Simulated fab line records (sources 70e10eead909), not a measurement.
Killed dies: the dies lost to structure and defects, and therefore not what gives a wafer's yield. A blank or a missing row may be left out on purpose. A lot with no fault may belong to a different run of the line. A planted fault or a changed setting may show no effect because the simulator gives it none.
fab line records	flow nand_harc
record: lots: 11	wafers: 33	last_day: 24
route steps=1159 shown A_CONTACT@939 END@1159
lots that met no fault: from a run of the same line without faults
start_h: the number of hours between the record's first day and the start of the first shown wafer of the lot	wait_h: hours elapsed since this lot's preceding step	" unchanged from the row above	L1.1+2: several wafers, shown together as one row	- value missing, or start not given	* or withheld: withheld	< > ~ a bound
route shown NAME@n: a module of which the file shows steps, and the number in the route of the first	usual: mean/standard deviation taken from wafers without a fault	same: alike in all rows	chamber/n: place in a boat	sites: each site's reading	_std_site: the values' standard deviation	_edge_site: mean of outer sites minus mean of inner sites	radius_mm: how far each site lies from the wafer's centre	mask NAME#n: copy n	behind: tool/chamber where the wafer was last shaped	hold: why the lot went on hold/how many hours it stayed there/how the hold came to an end	device: which transistor (n, p or np) failed to switch	end of line: the tests these same wafers got at the end of their route	a step with no rows: only its recipe	killed: dies that structure and defects cost at the first sort, which is not the same as the wafer's yield	map: a wafer's dies, marking killed ones x, the rest . and places with no die _
set.NAME: the setting the step ran with; set.NAME@STEP: the setting that earlier step ran with	model.NAME: the simulator's own value behind a step, which no gauge read
a sample of lots followed through the steps of the route, with each step as a table and each wafer as a row
services: the hour from which a tool's chamber was out of use, counted from the record's first day as start_h (under 0 if before that day), plus the number of hours and why
== steps ==
step: NHARC_A_CONTACT_ETCH_88
recipe: target_depth_a: 390	over_etch_frac: 0.3	time_s: 65	ion_energy_ev: 80	cf4_flow_sccm: 150	ar_flow_sccm: 0	rf_w: 300	bias_w: 100	chemistry: CF4
usual: bias_w: 100.0/0.32	cf4_flow_sccm: 150.0/0.53	drypump_motor_current_A: 5.6/0.51	oes_product_au: 1.006/0.012	rf_vpp_V: 151.0/1.1	showerhead_plenum_p_Torr: 1.74/0.06	throttle_valve_pct: 13.283/0.0086	time_s: 65/0
lot.wafer	tool	chamber	start_h	wait_h	bias_w	cf4_flow_sccm	drypump_motor_current_A	oes_product_au	rf_hours_counter_h	rf_vpp_V	showerhead_plenum_p_Torr	throttle_valve_pct	time_s
L959.3	rie_diel-03	2	368.83	0.1	99.8	150.7	5.2	1.023	55	152.2	1.81	13.286	65
L959.1	"	3	"	"	99.8	149.9	6.0	1.024	56	151.4	1.74	13.273	65
L959.5	"	3	"	"	100.3	149.1	6.0	1.019	-	151.7	1.74	13.283	65
L963.1	rie_diel-10	0	399.24	0.1	99.5	149.6	5.3	1.016	9	152.5	1.81	13.286	65
L963.4	"	3	"	"	99.9	150.2	5.5	0.990	8	150.3	1.68	13.288	65
L963.6	"	1	"	"	99.7	151.1	6.7	1.018	-	150.4	1.73	13.282	65
L967.2	rie_diel-10	3	415.26	0.1	100.2	148.8	5.5	0.998	10	149.8	1.68	13.295	65
L967.5	"	3	"	"	100.0	148.4	5.5	1.003	-	151.3	1.68	13.284	65
L967.6	"	0	"	"	100.3	150.2	5.3	1.024	-	153.0	1.81	13.285	65
L964.4	rie_diel-03	3	421.39	0.1	100.1	149.8	6.1	1.015	7	150.4	1.74	13.280	65
L964.3	"	0	"	"	99.9	150.3	5.1	0.996	6	152.1	1.74	13.290	65
L964.6	"	1	"	"	100.0	150.1	4.9	0.998	-	151.3	1.79	13.286	65
L972.1	rie_diel-12	0	446.91	0.1	99.4	150.4	5.6	1.004	23	150.6	1.79	13.281	65
L972.5	"	3	"	"	100.1	149.5	5.3	0.994	-	153.3	1.79	13.300	65
L972.6	"	0	"	"	99.5	149.3	5.6	1.002	-	151.5	1.79	13.265	65
L968.4	rie_diel-12	3	450.61	0.3	100.2	150.2	5.3	0.995	24	152.0	1.78	13.281	65
L968.5	"	0	"	"	99.6	150.4	5.6	1.007	-	151.9	1.79	13.288	65
L968.6	"	1	"	"	100.1	149.0	5.9	1.009	-	149.9	1.69	13.294	65
L973.1	rie_diel-10	1	463.41	0.1	100.0	149.4	6.7	1.013	20	149.9	1.73	13.285	65
L973.4	"	3	"	"	100.1	150.1	5.5	0.980	19	149.5	1.67	13.262	65
L973.2	"	0	"	"	99.8	149.8	5.3	1.015	18	152.8	1.81	13.279	65
L977.4	rie_diel-12	1	491.08	0.1	100.7	149.7	5.9	1.007	39	150.7	1.69	13.276	65
L977.6	"	0	"	"	99.5	149.4	5.6	0.996	-	150.9	1.79	13.284	65
L977.5	"	1	"	"	100.6	149.8	5.9	0.997	-	150.1	1.69	13.273	65
L976.4	rie_diel-10	2	496.52	0.1	-	-	-	-	-	-	-	-	-
L976.2	"	3	"	"	-	-	-	-	-	-	-	-	-
L976.5	"	1	"	"	-	-	-	-	-	-	-	-	-
L981.4	rie_diel-12	2	520.61	0.1	-	-	-	-	-	-	-	-	-
L981.1	"	3	"	"	-	-	-	-	-	-	-	-	-
L981.6	"	0	"	"	-	-	-	-	-	-	-	-	-
L982.1	rie_diel-10	3	529.60	0.1	100.0	150.7	5.5	0.991	31	148.2	1.67	13.288	65
L982.4	"	0	"	"	100.3	149.5	5.3	1.016	30	150.6	1.81	13.285	65
L982.5	"	3	"	"	99.9	149.5	5.5	0.988	-	149.8	1.67	13.288	65
step: NHARC_A_CONTACT_ETCH_30
recipe: target_depth_a: 605	time_s: 30.2	cf4_flow_sccm: 100	chf3_flow_sccm: 30	ar_flow_sccm: 0	rf_w: 500	bias_w: 200	chemistry: CF4/CHF3
usual: bias_w: 200.1/0.59	cf4_flow_sccm: 100.0/0.3	drypump_motor_current_A: 5.6/0.5	oes_product_au: 0.947/0.024	rf_vpp_V: 369.9/2	showerhead_plenum_p_Torr: 1.55/0.054	throttle_valve_pct: 16.804/0.0096
same: time_s: 30.2
lot.wafer	tool	chamber	start_h	wait_h	bias_w	cf4_flow_sccm	drypump_motor_current_A	oes_product_au	rf_hours_counter_h	rf_vpp_V	showerhead_plenum_p_Torr	throttle_valve_pct
L959.1	rie_diel-03	1	-	-	200.5	100.1	4.9	0.919	50	371.1	1.60	16.805
L959.3	"	2	"	"	200.9	99.3	5.2	0.932	55	371.8	1.61	16.805
L959.5	"	2	"	"	200.6	99.8	5.2	0.931	-	372.3	1.61	16.796
L963.1	rie_diel-10	2	-	-	199.3	100.1	5.3	0.947	8	365.1	1.46	16.804
L963.4	"	0	"	"	200.6	100.3	5.3	0.947	9	371.4	1.61	16.812
L963.6	"	3	"	"	199.7	100.1	5.5	0.921	-	366.4	1.49	16.814
L967.2	rie_diel-10	0	-	-	199.6	100.2	5.3	0.937	11	372.4	1.61	16.796
L967.6	"	2	"	"	201.0	99.8	5.3	0.946	-	367.1	1.46	16.796
L967.5	"	3	"	"	200.2	100.5	5.5	0.928	-	367.2	1.49	16.795
L964.4	rie_diel-03	0	-	-	199.9	100.2	5.1	0.922	6	370.1	1.55	16.822
L964.3	"	2	"	"	200.6	99.9	5.2	0.951	8	371.0	1.61	16.812
L964.6	"	1	"	"	200.6	100.4	4.9	0.928	-	370.6	1.59	16.793
L972.1	rie_diel-12	0	-	-	199.9	100.1	5.6	0.926	23	372.2	1.60	16.817
L972.6	"	2	"	"	200.0	99.7	6.1	0.911	-	372.5	1.64	16.802
L972.5	"	3	"	"	200.7	100.2	5.3	0.930	-	371.0	1.59	16.807
L968.4	rie_diel-12	0	-	-	200.6	100.4	5.6	0.947	24	372.3	1.60	16.793
L968.5	"	0	"	"	200.6	100.0	5.6	0.943	-	371.4	1.60	16.809
L968.6	"	1	"	"	199.0	99.5	5.8	0.937	-	368.1	1.50	16.800
L973.1	rie_diel-10	3	-	-	199.4	100.2	5.5	0.911	19	367.3	1.49	16.817
L973.4	"	0	"	"	200.7	100.3	5.3	0.944	18	372.5	1.61	16.803
L973.2	"	1	"	"	199.8	100.2	6.7	0.954	20	369.7	1.53	16.806
L977.4	rie_diel-12	3	-	-	200.8	100.0	5.3	0.927	36	372.4	1.59	16.798
L977.5	"	2	"	"	200.7	100.1	6.1	0.920	-	372.9	1.63	16.805
L977.6	"	3	"	"	200.2	99.3	5.3	0.924	-	370.7	1.59	16.789
L976.4	rie_diel-10	0	-	-	199.3	100.0	5.3	0.939	25	371.8	1.61	16.815
L976.2	"	1	"	"	200.1	100.1	6.8	0.928	25	370.3	1.53	16.826
L976.5	"	1	"	"	200.6	100.2	6.7	0.943	-	368.9	1.53	16.803
L981.1	rie_diel-12	0	-	-	200.6	100.4	5.6	0.936	53	369.4	1.59	16.795
L981.4	"	2	"	"	199.8	99.9	6.1	0.948	48	371.9	1.63	16.808
L981.6	"	3	"	"	200.1	100.0	5.3	0.940	-	370.3	1.58	16.803
L982.4	rie_diel-10	3	-	-	200.1	99.8	5.5	0.966	32	368.0	1.48	16.807
L982.1	"	2	"	"	200.7	99.7	5.3	0.973	31	367.3	1.46	16.794
L982.5	"	3	"	"	200.5	100.3	5.5	0.964	-	367.5	1.48	16.796
step: NHARC_A_CONTACT_ETCH_31
recipe: target_depth_a: 20000	over_etch_frac: 0.3	time_s: 520	ion_energy_ev: 150	o2_flow_sccm: 400	cos_flow_sccm: 20	ar_flow_sccm: 0	rf_w: 500	bias_w: 300	chemistry: O2/COS
usual: bias_w: 300.0/0.87	chamber_pressure_mTorr: 20.000/0.019	drypump_motor_current_A: 5.6/0.51	oes_product_au: 1.005/0.014	rf_vpp_V: 313.6/1.7	showerhead_plenum_p_Torr: 3.08/0.11	throttle_valve_pct: 28.330/0.0092
same: time_s: 520
lot.wafer	tool	chamber	start_h	wait_h	bias_w	chamber_pressure_mTorr	drypump_motor_current_A	oes_product_au	rf_hours_counter_h	rf_vpp_V	showerhead_plenum_p_Torr	throttle_valve_pct
L959.1	rie_diel-03	1	-	-	299.7	20.004	4.9	1.000	50	313.2	3.17	28.336
L959.3	"	3	"	"	299.8	19.981	6.0	1.002	57	312.7	3.08	28.322
L959.5	"	1	"	"	300.5	20.022	4.9	1.000	-	313.8	3.17	28.313
L963.1	rie_diel-10	2	-	-	299.0	20.027	5.3	1.007	8	311.5	2.91	28.327
L963.4	"	0	"	"	300.8	20.005	5.3	1.026	9	315.7	3.20	28.341
L963.6	"	2	"	"	299.3	20.015	5.3	1.015	-	311.3	2.91	28.321
L967.2	rie_diel-10	3	-	-	299.8	20.021	5.5	0.988	10	311.5	2.96	28.336
L967.5	"	2	"	"	300.4	19.970	5.3	1.019	-	311.6	2.91	28.327
L967.6	"	3	"	"	300.3	19.995	5.5	0.997	-	312.1	2.96	28.313
L964.3	rie_diel-03	0	-	-	298.8	20.027	5.1	0.982	6	312.8	3.08	28.336
L964.4	"	2	"	"	300.0	19.977	5.2	1.008	8	315.4	3.19	28.327
L964.6	"	3	"	"	300.6	19.997	6.0	1.005	-	312.7	3.07	28.322
L972.1	rie_diel-12	2	-	-	299.4	19.976	6.1	0.983	23	316.2	3.25	28.326
L972.6	"	3	"	"	300.6	20.034	5.3	0.999	-	314.0	3.15	28.333
L972.5	"	0	"	"	300.1	19.969	5.6	1.015	-	315.4	3.17	28.340
L968.4	rie_diel-12	0	-	-	301.4	20.001	5.6	1.011	24	315.5	3.17	28.340
L968.5	"	3	"	"	300.4	20.000	5.3	1.007	-	313.3	3.15	28.344
L968.6	"	0	"	"	301.9	19.995	5.6	1.008	-	315.1	3.17	28.338
L973.2	rie_diel-10	3	-	-	299.5	20.009	5.5	0.989	20	309.7	2.95	28.331
L973.1	"	0	"	"	299.5	19.989	5.3	1.021	18	314.6	3.20	28.348
L973.4	"	1	"	"	299.7	20.024	6.8	1.021	20	315.0	3.05	28.319
L977.4	rie_diel-12	2	-	-	300.4	20.005	6.1	0.979	38	316.5	3.24	28.324
L977.6	"	2	"	"	300.3	19.988	6.1	0.975	-	316.4	3.24	28.313
L977.5	"	3	"	"	299.3	20.008	5.3	0.980	-	313.2	3.15	28.344
L976.4	rie_diel-10	3	-	-	299.5	19.987	5.5	0.998	26	311.8	2.95	28.339
L976.2	"	0	"	"	298.5	20.005	5.3	1.020	25	315.7	3.19	28.331
L976.5	"	1	"	"	301.1	20.010	6.7	1.011	-	313.3	3.04	28.328
L981.1	rie_diel-12	0	-	-	299.5	19.974	5.6	1.005	53	314.3	3.15	28.314
L981.4	"	3	"	"	299.9	19.988	5.3	1.010	50	315.0	3.14	28.318
L981.6	"	0	"	"	299.2	20.022	5.6	1.005	-	314.5	3.15	28.336
L982.4	rie_diel-10	2	-	-	299.7	20.025	5.3	1.023	31	311.5	2.90	28.331
L982.1	"	0	"	"	300.2	20.019	5.3	1.023	31	315.4	3.19	28.314
L982.5	"	2	"	"	299.3	20.001	5.3	1.018	-	310.7	2.90	28.316
step: NHARC_A_CONTACT_ETCH_138
recipe: source_w: withheld	pressure_mtorr: 20	bias_v: 3000	time_s: 132	target_depth_a: 12890	ar_flow_sccm: withheld	c4f8_flow_sccm: withheld	o2_flow_sccm: withheld	chemistry: C4F8/O2/Ar
usual: chamber_pressure_mTorr: 19.999/0.017	oes_air_line_au: 1.000/0.021
same: time_s: 132
lot.wafer	tool	chamber	start_h	wait_h	chamber_pressure_mTorr	oes_air_line_au	rf_hours_counter_h
L959.1	har_cap_etch-02	1	370.33	0.1	19.996	1.022	9
L959.3	"	1	"	"	20.009	1.014	-
L959.5	"	0	"	"	20.020	0.978	-
L963.1	har_cap_etch-01	1	400.78	0.1	19.970	0.993	65
L963.4	"	0	"	"	19.990	1.004	-
L963.6	"	0	"	"	19.995	1.035	-
L967.2	har_cap_etch-01	1	416.77	0.1	20.007	1.027	67
L967.6	"	0	"	"	20.020	1.021	-
L967.5	"	1	"	"	19.986	0.997	-
L964.3	har_cap_etch-01	1	422.89	0.1	19.988	0.979	-
L964.4	"	0	"	"	19.986	0.985	-
L964.6	"	0	"	"	19.991	0.984	-
L972.1	har_cap_etch-03	1	448.39	0.1	19.987	1.019	96
L972.5	"	1	"	"	20.027	1.034	-
L972.6	"	0	"	"	20.023	1.026	-
L968.4	har_cap_etch-01	0	452.23	0.1	20.012	1.020	-
L968.5	"	0	"	"	19.986	1.013	-
L968.6	"	1	"	"	20.013	0.983	-
L973.1	har_cap_etch-02	0	464.89	0.1	20.016	1.009	28
L973.2	"	1	"	"	20.022	0.999	28
L973.4	"	1	"	"	19.994	0.988	-
L977.4	har_cap_etch-02	0	492.61	0.1	19.997	1.023	-
L977.6	"	1	"	"	19.999	0.995	-
L977.5	"	0	"	"	20.018	1.008	-
L976.2	har_cap_etch-02	1	497.99	0.1	19.996	0.991	34
L976.4	"	0	"	"	20.021	1.007	-
L976.5	"	1	"	"	19.988	0.948	-
L981.1	har_cap_etch-02	0	522.08	0.1	19.983	0.981	37
L981.4	"	1	"	"	20.013	0.976	-
L981.6	"	1	"	"	19.999	1.002	-
L982.1	har_cap_etch-01	0	531.09	0.1	19.998	1.028	86
L982.4	"	0	"	"	19.984	0.999	-
L982.5	"	0	"	"	19.979	1.014	-
step: NHARC_END_SORT_01
recipe: temp_c: 25
usual: killed_at_array: 28/11	killed_at_other: 0.5/0.87	killed_at_periphery: 2.9/2.2	killed_dies: 32/11	killed_open: 3.2/1.9	killed_short: 1.8/1.4
same: gross_dies: 677
lot.wafer	tool	chamber	start_h	wait_h	killed_at_array	killed_at_other	killed_at_periphery	killed_dies	killed_open	killed_short
L959.1	prober-02	0	429.60	2.5	25	0	4	29	7	1
L959.3	prober-02	0	431.21	3.1	28	2	0	30	1	0
L959.5	prober-02	0	432.81	3.7	26	1	1	28	2	2
L963.1	prober-02	0	456.23	2.5	11	1	2	14	2	2
L963.4	prober-02	0	458.63	3.4	11	2	3	16	0	2
L963.6	prober-02	0	460.23	4.0	13	0	4	17	4	0
L967.2	prober-02	0	476.33	2.8	22	1	0	23	0	1
L967.5	prober-02	0	478.73	3.7	24	0	4	28	8	1
L967.6	prober-02	0	479.53	4.0	33	0	0	33	3	0
L964.3	prober-01	0	485.09	3.1	20	0	3	23	3	3
L964.4	prober-01	0	485.90	3.4	21	0	0	21	3	2
L964.6	prober-01	0	487.52	4.1	27	0	5	32	7	4
L972.1	prober-01	0	500.73	2.5	41	0	3	44	4	3
L972.5	prober-01	0	503.93	3.7	51	0	4	55	6	2
L972.6	prober-01	0	504.73	4.0	46	0	1	47	3	4
L968.4	prober-01	0	510.89	3.4	27	0	9	36	4	0
L968.5	prober-01	0	511.67	3.6	20	0	11	31	6	0
L968.6	prober-01	0	512.46	3.9	20	0	2	22	2	1
L973.1	prober-02	0	516.10	2.4	16	0	2	18	4	0
L973.2	prober-02	0	516.90	2.8	10	0	2	12	2	2
L973.4	prober-02	0	518.51	3.4	15	0	5	20	7	3
L977.4	prober-01	0	545.37	3.4	15	1	5	21	4	2
L977.5	prober-01	0	546.18	3.7	22	0	3	25	0	2
L977.6	prober-01	0	546.98	4.0	12	2	2	16	0	1
L976.2	prober-01	0	559.38	2.8	671	0	6	677	2	3
L976.4	prober-01	0	560.96	3.4	675	0	2	677	4	2
L976.5	prober-01	0	561.76	3.7	674	0	3	677	5	1
L981.1	prober-02	0	569.56	2.5	677	0	0	677	0	0
L981.4	prober-02	0	571.99	3.4	673	1	3	677	4	2
L981.6	prober-02	0	573.61	4.0	677	0	0	677	3	1
L982.1	prober-01	0	584.44	2.5	41	0	2	43	2	1
L982.4	prober-01	0	586.91	3.5	29	0	3	32	0	4
L982.5	prober-01	0	587.74	3.8	40	1	3	44	4	2
killed by level:class
L959.1 A_SLIT:chamber_film_flake=16 P_M0:geometric_particle:open=3 A_CONTACT:geometric_particle:open=2 A_CONTACT:chamber_film_flake=2 P_GATE:geometric_particle:short=1 A_CHANNEL_FILL_D1:geometric_particle:open=1 A_SGD_CUT:geometric_particle:open=1 A_ZERO_WELL:chamber_film_flake=1
L959.3 A_SLIT:chamber_film_flake=20 A_CHANNEL_HOLE_D1:chamber_film_flake=3 A_CONTACT:chamber_film_flake=2 THIN_TSV:chamber_film_flake=2 A_SOURCE_PLATE:geometric_particle:open=1 A_ZERO_WELL:chamber_film_flake=1 A_WL_FILL:chamber_film_flake=1
L959.5 A_SLIT:chamber_film_flake=18 A_CONTACT:chamber_film_flake=3 A_WL_FILL:geometric_particle:short=2 A_CHANNEL_HOLE_D1:chamber_film_flake=2 P_M1:geometric_particle:open=1 A_WL_FILL:geometric_particle:open=1 THIN_TSV:chamber_film_flake=1
L963.1 A_CONTACT:chamber_film_flake=5 A_CHANNEL_HOLE_D1:chamber_film_flake=2 A_ONON_D1:geometric_particle:short=1 A_WL_FILL:geometric_particle:short=1 A_CONTACT:geometric_particle:open=1 A_M0:geometric_particle:open=1 P_M1:chamber_film_flake=1 P_M2:chamber_film_flake=1
L963.4 A_CONTACT:chamber_film_flake=4 P_BONDPAD:chamber_film_flake=2 A_ZERO_WELL:chamber_film_flake=2 A_CHANNEL_HOLE_D1:chamber_film_flake=2 A_SGD_CUT:geometric_particle:short=1 A_CONTACT:geometric_particle:short=1 P_M2:chamber_film_flake=1 A_SLIT:chamber_film_flake=1
L963.6 A_CONTACT:chamber_film_flake=5 A_CHANNEL_HOLE_D1:chamber_film_flake=3 P_GATE:geometric_particle:open=1 P_M0:geometric_particle:open=1 A_ONON_D1:geometric_particle:open=1 A_M1:geometric_particle:open=1 P_ZERO_WELL:chamber_film_flake=1 P_M2:chamber_film_flake=1
L967.2 A_SLIT:chamber_film_flake=9 A_CHANNEL_HOLE_D1:chamber_film_flake=5 A_CONTACT:chamber_film_flake=5 A_CHANNEL_FILL_D1:geometric_particle:short=1 A_CHANNEL_FILL_D1:chamber_film_flake=1 A_STAIRCASE:chamber_film_flake=1 THIN_TSV:chamber_film_flake=1
L967.5 A_SLIT:chamber_film_flake=8 A_CONTACT:chamber_film_flake=5 A_CHANNEL_HOLE_D1:chamber_film_flake=4 P_CONTACT:geometric_particle:open=3 A_WL_FILL:geometric_particle:open=2 A_STAIRCASE:chamber_film_flake=2 P_GATE:geometric_particle:open=1 A_CHANNEL_FILL_D1:geometric_particle:open=1
L967.6 A_SLIT:chamber_film_flake=14 A_CONTACT:chamber_film_flake=8 A_STAIRCASE:chamber_film_flake=6 A_CONTACT:geometric_particle:open=2 A_CHANNEL_HOLE_D1:chamber_film_flake=2 A_WL_FILL:geometric_particle:open=1
L964.3 A_SLIT:chamber_film_flake=8 A_CHANNEL_HOLE_D1:chamber_film_flake=2 A_STAIRCASE:chamber_film_flake=2 A_BLC:chamber_film_flake=2 P_CONTACT:geometric_particle:open=1 P_CONTACT:geometric_particle:short=1 A_ONON_D1:geometric_particle:short=1 A_SGD_CUT:geometric_particle:open=1
L964.4 A_SLIT:chamber_film_flake=9 A_CHANNEL_HOLE_D1:chamber_film_flake=2 A_STAIRCASE:chamber_film_flake=2 A_STAIRCASE:geometric_particle:open=1 A_SGD_CUT:geometric_particle:open=1 A_SGD_CUT:geometric_particle:short=1 A_WL_FILL:geometric_particle:short=1 A_BLC:geometric_particle:open=1
L964.6 A_SLIT:chamber_film_flake=16 P_CONTACT:geometric_particle:open=3 A_CHANNEL_HOLE_D1:chamber_film_flake=2 A_BLC:chamber_film_flake=2 P_M0:geometric_particle:open=1 P_M2:geometric_particle:open=1 A_ONON_D1:geometric_particle:short=1 A_STAIRCASE:geometric_particle:short=1
L972.1 A_CHANNEL_HOLE_D1:chamber_film_flake=13 A_SLIT:chamber_film_flake=10 A_CONTACT:chamber_film_flake=6 A_STAIRCASE:chamber_film_flake=5 A_ONON_D1:geometric_particle:short=2 P_STI:chamber_film_flake=2 P_STI:geometric_particle:open=1 A_ONON_D1:geometric_particle:open=1
L972.5 A_CHANNEL_HOLE_D1:chamber_film_flake=18 A_SLIT:chamber_film_flake=15 A_CONTACT:chamber_film_flake=6 A_CHANNEL_FILL_D1:geometric_particle:open=3 P_STI:chamber_film_flake=3 A_M0:geometric_particle:open=2 A_ZERO_WELL:chamber_film_flake=2 A_ONON_D1:geometric_particle:short=1
L972.6 A_CHANNEL_HOLE_D1:chamber_film_flake=18 A_SLIT:chamber_film_flake=15 A_STAIRCASE:chamber_film_flake=3 A_CONTACT:chamber_film_flake=3 A_CHANNEL_FILL_D1:geometric_particle:short=2 A_ONON_D1:geometric_particle:short=1 A_CHANNEL_FILL_D1:geometric_particle:open=1 A_WL_FILL:geometric_particle:short=1
L968.4 A_SLIT:chamber_film_flake=12 A_STAIRCASE:chamber_film_flake=8 P_M2:chamber_film_flake=7 A_CHANNEL_FILL_D1:geometric_particle:open=2 A_CHANNEL_HOLE_D1:chamber_film_flake=2 A_CONTACT:chamber_film_flake=2 P_M0:geometric_particle:open=1 A_CONTACT:geometric_particle:open=1
L968.5 A_SLIT:chamber_film_flake=8 A_CHANNEL_HOLE_D1:chamber_film_flake=6 P_M2:chamber_film_flake=4 P_M0:geometric_particle:open=3 P_STI:chamber_film_flake=2 P_CONTACT:geometric_particle:open=1 A_CHANNEL_FILL_D1:geometric_particle:open=1 A_CONTACT:geometric_particle:open=1
L968.6 A_SLIT:chamber_film_flake=8 A_STAIRCASE:chamber_film_flake=5 A_ONON_D1:geometric_particle:short=1 A_CONTACT:geometric_particle:open=1 A_M0:geometric_particle:open=1 P_STI:chamber_film_flake=1 P_M2:chamber_film_flake=1 A_ZERO_WELL:chamber_film_flake=1
L973.1 A_CHANNEL_HOLE_D1:chamber_film_flake=5 A_CONTACT:chamber_film_flake=5 P_GATE:chamber_film_flake=2 A_STAIRCASE:chamber_film_flake=2 A_SGD_CUT:geometric_particle:open=1 A_WL_FILL:geometric_particle:open=1 A_CONTACT:geometric_particle:open=1 A_M0:geometric_particle:open=1
L973.2 A_CONTACT:chamber_film_flake=5 A_CHANNEL_HOLE_D1:chamber_film_flake=2 P_M0:geometric_particle:open=1 P_M1:geometric_particle:short=1 A_SGD_CUT:geometric_particle:short=1 A_WL_FILL:geometric_particle:open=1 A_STAIRCASE:chamber_film_flake=1
L973.4 A_CHANNEL_HOLE_D1:chamber_film_flake=6 A_CONTACT:geometric_particle:open=3 A_STAIRCASE:chamber_film_flake=3 P_CONTACT:geometric_particle:short=1 P_CONTACT:geometric_particle:open=1 P_M0:geometric_particle:open=1 P_M1:geometric_particle:open=1 A_ONON_D1:geometric_particle:short=1
L977.4 A_CHANNEL_HOLE_D1:chamber_film_flake=9 P_GATE:chamber_film_flake=2 A_ZERO_WELL:chamber_film_flake=2 P_CONTACT:geometric_particle:short=1 P_CONTACT:geometric_particle:open=1 P_M0:geometric_particle:open=1 A_WL_FILL:geometric_particle:short=1 A_CONTACT:geometric_particle:open=1
L977.5 A_CHANNEL_HOLE_D1:chamber_film_flake=15 A_CONTACT:chamber_film_flake=3 P_CONTACT:geometric_particle:short=1 A_BLC:geometric_particle:short=1 P_STI:chamber_film_flake=1 P_GATE:chamber_film_flake=1 A_CHANNEL_FILL_D1:chamber_film_flake=1 A_STAIRCASE:chamber_film_flake=1
L977.6 A_CHANNEL_HOLE_D1:chamber_film_flake=6 A_CHANNEL_FILL_D1:chamber_film_flake=2 A_CONTACT:chamber_film_flake=2 THIN_TSV:chamber_film_flake=2 P_GATE:geometric_particle:short=1 P_GATE:chamber_film_flake=1 A_ZERO_WELL:chamber_film_flake=1 A_SLIT:chamber_film_flake=1
L976.2 A_CONTACT:area_etch=645 A_CHANNEL_HOLE_D1:chamber_film_flake=12 A_SLIT:chamber_film_flake=8 A_STAIRCASE:chamber_film_flake=4 P_GATE:chamber_film_flake=3 P_CONTACT:geometric_particle:open=1 P_CONTACT:geometric_particle:short=1 P_M0:geometric_particle:open=1
L976.4 A_CONTACT:area_etch=647 A_SLIT:chamber_film_flake=16 A_CHANNEL_HOLE_D1:chamber_film_flake=6 A_ONON_D1:geometric_particle:open=2 P_CONTACT:geometric_particle:short=1 P_CONTACT:geometric_particle:open=1 A_ONON_D1:geometric_particle:short=1 A_CONTACT:geometric_particle:open=1
L976.5 A_CONTACT:area_etch=644 A_SLIT:chamber_film_flake=16 A_CONTACT:chamber_film_flake=4 A_STAIRCASE:chamber_film_flake=3 A_CONTACT:geometric_particle:open=2 A_M0:geometric_particle:open=2 A_CHANNEL_HOLE_D1:chamber_film_flake=2 P_M1:geometric_particle:open=1
L981.1 A_CONTACT:area_etch=649 A_SLIT:chamber_film_flake=15 A_CHANNEL_HOLE_D1:chamber_film_flake=5 A_CONTACT:chamber_film_flake=3 A_BONDPAD:chamber_film_flake=3 A_STAIRCASE:chamber_film_flake=2
L981.4 A_CONTACT:area_etch=620 A_SLIT:chamber_film_flake=24 A_CHANNEL_HOLE_D1:chamber_film_flake=9 A_BONDPAD:chamber_film_flake=6 A_STAIRCASE:chamber_film_flake=3 A_CONTACT:chamber_film_flake=3 A_BLC:geometric_particle:open=2 A_M0:geometric_particle:short=2
L981.6 A_CONTACT:area_etch=641 A_SLIT:chamber_film_flake=19 A_CHANNEL_HOLE_D1:chamber_film_flake=6 A_STAIRCASE:chamber_film_flake=2 A_CONTACT:chamber_film_flake=2 A_BONDPAD:chamber_film_flake=2 A_ONON_D1:geometric_particle:open=1 A_CONTACT:geometric_particle:open=1
L982.1 A_SLIT:chamber_film_flake=18 A_CHANNEL_HOLE_D1:chamber_film_flake=9 A_CONTACT:chamber_film_flake=6 A_SGD_CUT:chamber_film_flake=3 A_WL_FILL:chamber_film_flake=2 A_ONON_D1:geometric_particle:short=1 A_WL_FILL:geometric_particle:open=1 A_BLC:geometric_particle:open=1
L982.4 A_SLIT:chamber_film_flake=13 A_CHANNEL_HOLE_D1:chamber_film_flake=4 A_CONTACT:chamber_film_flake=4 P_GATE:chamber_film_flake=2 A_SGD_CUT:chamber_film_flake=2 A_WL_FILL:chamber_film_flake=2 P_GATE:geometric_particle:short=1 A_ONON_D1:geometric_particle:short=1
L982.5 A_SLIT:chamber_film_flake=19 A_CHANNEL_HOLE_D1:chamber_film_flake=8 A_CONTACT:chamber_film_flake=5 A_SGD_CUT:chamber_film_flake=2 A_WL_FILL:chamber_film_flake=2 P_M0:geometric_particle:open=1 P_M0:geometric_particle:short=1 A_ONON_D1:geometric_particle:open=1
== services ==
tool	chamber	start_h	hours	kind
rie_diel-10	-	353.64	9.0	pm
rie_diel-10	0	353.64	9.0	vent_cycle
rie_diel-10	1	353.64	9.0	vent_cycle
rie_diel-10	2	353.64	9.0	vent_cycle
rie_diel-10	3	353.64	9.0	vent_cycle
rie_diel-10	0	362.64	-	clean
rie_diel-10	1	362.64	-	clean
rie_diel-10	2	362.64	-	clean
rie_diel-10	3	362.64	-	clean
rie_diel-10	3	362.64	-	consumable_replace:focus_ring
rie_diel-12	-	379.86	9.0	pm
rie_diel-10	0	387.14	-	clean
rie_diel-10	1	387.14	-	clean
rie_diel-10	2	387.14	-	clean
rie_diel-10	3	387.14	-	clean
rie_diel-03	-	392.39	9.0	pm
rie_diel-10	0	411.64	-	clean
rie_diel-10	0	425.60	8.0	repair
rie_diel-03	-	473.82	0.5	repair
rie_diel-10	2	474.83	1.8	repair
rie_diel-12	3	484.72	6.2	repair
rie_diel-10	1	490.87	4.7	repair
rie_diel-12	-	512.10	4.3	repair
rie_diel-10	-	530.64	9.0	pm
== key ==
first_sign: step: NHARC_A_CONTACT_ETCH_88	reading: tool_record	direction: missing
effect: step: NHARC_END_SORT_01	reading: killed_at_array	direction: up	sigmas: 59	usual: 28	struck: 674
more_kills_born_at: NHARC_A_CONTACT_ETCH_88@rie_diel-10: 1936	NHARC_A_CONTACT_ETCH_88@rie_diel-12: 1910
met_at NHARC_A_CONTACT_ETCH_88
struck_lots L976,L981
later_rows_left_out L976.2,L976.4,L976.5,L981.1,L981.4,L981.6
tester_left_out L976,L981
not_acting_at NHARC_A_CONTACT_ETCH_30,NHARC_A_CONTACT_ETCH_31,NHARC_A_CONTACT_ETCH_138
onset_between 491.08 496.52
fault: kind: skipped_step_whole	tool: rie_diel-10,rie_diel-12	chamber: -	onset_h: 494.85	steps: NHARC_A_CONTACT_ETCH_88	scope: struck_lots_only
tester_left_out: of these lots the tester's yield and bins aren't shown, on N5 and GAA mostly nor the transistor test; their killed dies are dies lost to structure and defects alone, not to doping, threshold or leakage, so they don't give the yield
later_rows_left_out: the simulator's readings of these wafers behind a module that went badly wrong aren't trusted and aren't shown, but for the sort
